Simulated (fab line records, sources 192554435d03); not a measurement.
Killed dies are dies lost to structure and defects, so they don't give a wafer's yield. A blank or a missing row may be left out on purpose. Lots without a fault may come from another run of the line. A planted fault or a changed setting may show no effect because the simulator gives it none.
Which tool did it? | flow n5_finfet | 6 lots, 18 wafers sampled, at 5 steps of a route of 1938

WHAT THE GAUGES READ, wafer by wafer
N5_BEOL_M7_OVL_MEAS_12.
lot  | measured     | on         | M7_OVL (nm)
L441 | day 9 14:23  | overlay-01 | 0.2 -1.4 -0.7
L445 | day 10 15:00 | overlay-01 | 18.4 17.5 17.3
L448 | day 12 06:37 | overlay-01 | 16.8 17.1 17.1
L455 | day 13 15:34 | overlay-01 | 1.0 0.7 0.4
L458 | day 14 23:13 | overlay-01 | 0.0 -0.4 0.3
L459 | day 16 09:58 | overlay-02 | -0.2 -1.7 -1.6

WHICH TOOL RAN EACH LOT (tool, then ch and the chambers of the sampled wafers, then the start)
lot  | N5_BEOL_M6_CMP_52             | N5_BEOL_M6_DEP_56               | N5_BEOL_M7_PECVD_70             | N5_BEOL_M7_EXPOSE_08
L441 | cmp-03 ch 0,1,3, day 9 11:27  | pecvd-01 ch 1,2, day 9 11:49    | pecvd-03 ch 0,1, day 9 12:35    | arfi_scanner-01 ch 0, day 9 14:13
L445 | cmp-04 ch 0,1, day 10 11:45   | pecvd-04 ch 0,1,2, day 10 12:07 | pecvd-04 ch 0,1,2, day 10 12:51 | arfi_scanner-03 ch 0, day 10 14:51
L448 | cmp-02 ch 0,1,3, day 12 01:59 | pecvd-03 ch 0,1, day 12 02:16   | pecvd-02 ch 0,1,2, day 12 03:00 | arfi_scanner-03 ch 0, day 12 06:28
L455 | cmp-02 ch 0,2, day 13 12:47   | pecvd-04 ch 1,2, day 13 13:06   | pecvd-04 ch 0,1,2, day 13 13:51 | arfi_scanner-02 ch 0, day 13 15:25
L458 | cmp-02 ch 0,1,3, day 14 20:04 | pecvd-01 ch 0,2, day 14 20:21   | pecvd-02 ch 0,2, day 14 21:05   | arfi_scanner-02 ch 0, day 14 23:02
L459 | cmp-02 ch 0,1,3, day 16 06:29 | pecvd-04 ch 0,1, day 16 06:51   | pecvd-02 ch 0,2, day 16 07:36   | arfi_scanner-01 ch 0, day 16 09:49
- N5_BEOL_M6_CMP_52: polishes, stops on SiCOH lowk, t overpolish 6.9 s, target thk 80 nm.
- N5_BEOL_M6_DEP_56: deposits SiCN from 3MS/NH3, target thk 10 nm, time 17.5 s.
- N5_BEOL_M7_PECVD_70: deposits SiO2 from TEOS/O2, target thk 20 nm, time 22.7 s.
- N5_BEOL_M7_EXPOSE_08: exposes mask M7.

THE ANSWER, worked out from the rows above alone
Rule: what is usual is taken from the lots themselves. Put in order of their means at a reading, lots are off if they are a third of the lots or fewer, leave a main group of 4 or more, and stand apart from it by a gap of 3 or more times the standard deviation of the main group's means; of several such gaps the widest counts. A main group whose means are all the same, to the digits that the tables above print for the reading, isn't used. A lot without any number at a reading at which 4 lots or more have one is off too. The other lots that the step has rows for count as sound.
Off: L445, L448, at N5_BEOL_M7_OVL_MEAS_12 (M7_OVL). The main group: mean -0.3 nm, standard deviation 0.7.
A tool fits if, at a process step before that reading, it ran every lot that is off, and no sound lot after the first of them. The gauges at N5_BEOL_M7_OVL_MEAS_12 are tried like those tools. One fits: arfi_scanner-03 at N5_BEOL_M7_EXPOSE_08. It ran no sound lot before its first lot that is off in this sample, so the start can't be narrowed down.

WHAT THE SIMULATOR HAD PUT IN
Scanner matching overlay: arfi_scanner-03, from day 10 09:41 on, at N5_BEOL_M7_EXPOSE_08. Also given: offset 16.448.
Lots struck among those shown: L445, L448. The rule above found the same.
